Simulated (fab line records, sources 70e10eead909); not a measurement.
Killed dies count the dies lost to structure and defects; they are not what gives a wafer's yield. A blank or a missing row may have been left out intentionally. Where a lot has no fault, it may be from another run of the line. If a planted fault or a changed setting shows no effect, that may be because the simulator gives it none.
Code-filled problem report in 8D (eight disciplines) form ; flow nand harc ; the parts of the form that need people (team, actions taken, sign-off) are left out

== 1. WHAT WENT WRONG ==
At NHARC_A_CHANNEL_HOLE_D1_INSPECT_40, raw defect count averages 5937 over 6 wafers from 2 lots, while fault-free wafers read 71, standard deviation 22. So: +99 or more standard deviations from the usual mean.
Seen first at day 13 16:08 on defect inspect-01, wafer L428.4. The record holds 36 wafers of 12 lots with a number at this step. Rule for "out" (also "out of limits"): further than 4 standard deviations from the usual mean. The rest of the wafers with a number are treated as sound.

== 2. WHAT IT IS, AND WHAT IT ISN'T ==
question;is;is not
which readings at this step;raw defect count;-
which lots;L428, L429;L416, L417, L420, L422, L425, L431, L436, L437, L438, L439
which wafers of those lots;all that have a number;-
read on which gauges;defect inspect-01;defect inspect-02
when;from day 13 16:08;"up to then (15 sound wafers); but 15 sound wafers of L431, L436, L437, L438, L439 came after"

== 3. WHAT RULES OUT EACH SUSPECT ==
Counting: a tool stays on the suspect list if, at a process step up to the reading, it processed all lots that are out and no sound lot following the first of them.
- the gauge at NHARC_A_CHANNEL_HOLE_D1_INSPECT_40 has been ruled out. All the wafers that are out were read on defect inspect-01, but those of them that NHARC_END_SORT_01 has rows for are out there too, on other tools.
- acl dep-03 at NHARC_A_CHANNEL_HOLE_D1_DEP_00 (deposits aC, target thk 3100 nm): ruled out as a lasting fault. Sound lots L437, L438, L439 ran on it after its first lot that is out, L428 (day 13 05:34).
Left after counting: nothing in the record.

== 4. THE CAUSE (what the simulator had put in) ==
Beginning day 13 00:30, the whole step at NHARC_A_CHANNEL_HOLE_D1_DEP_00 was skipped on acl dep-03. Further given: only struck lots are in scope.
It was ruled out by counting, in error; the rule expects a fault to strike all lots run on its tool from its start on, and this fault did not.

== 5. THE EFFECT CHAIN, in route order ==
Rows list readings where the struck wafers' mean (over those with a number) sits beyond 3 standard deviations from the usual. Only readings whose record carries a usual standard deviation are examined. hours: median over the lots of the time between each lot's start at the first step of this table that gives one and its start at this step. sigmas: the change, counted in usual standard deviations.
hours;step;reading;usual;on struck wafers;change;sigmas
0;NHARC_A_CHANNEL_HOLE_D1_INSPECT_40;raw defect count;71;5937;+5866;+99 or more
376;NHARC_END_SORT_01;killed at array;55;677;+622;+52
376;NHARC_END_SORT_01;killed dies;60;677;+617;+51
Readings that are blank on the struck wafers while sound wafers have them: susceptor temp C at NHARC_A_CHANNEL_HOLE_D1_DEP_00; throttle valve pct at NHARC_A_CHANNEL_HOLE_D1_DEP_00; cd nm at NHARC_A_CHANNEL_HOLE_D1_CD_MEAS_30.

== 6. WHAT WOULD HAVE CAUGHT IT SOONER ==
In this record the first reading out of limits at a measuring or inspecting step was taken at day 13 16:08, 16 hours after the fault began at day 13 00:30.
Between NHARC_A_CHANNEL_HOLE_D1_DEP_00 and NHARC_A_CHANNEL_HOLE_D1_INSPECT_40, NHARC_A_CHANNEL_HOLE_D1_CD_MEAS_30 gave no cd nm on the struck wafers, where sound wafers have one: a measuring or inspecting step that comes back empty is itself a sign.
At NHARC_A_CHANNEL_HOLE_D1_DEP_00 the tool's readings are blank on the struck wafers, where sound wafers have them: an empty tool record is the first sign, and it was there at once.
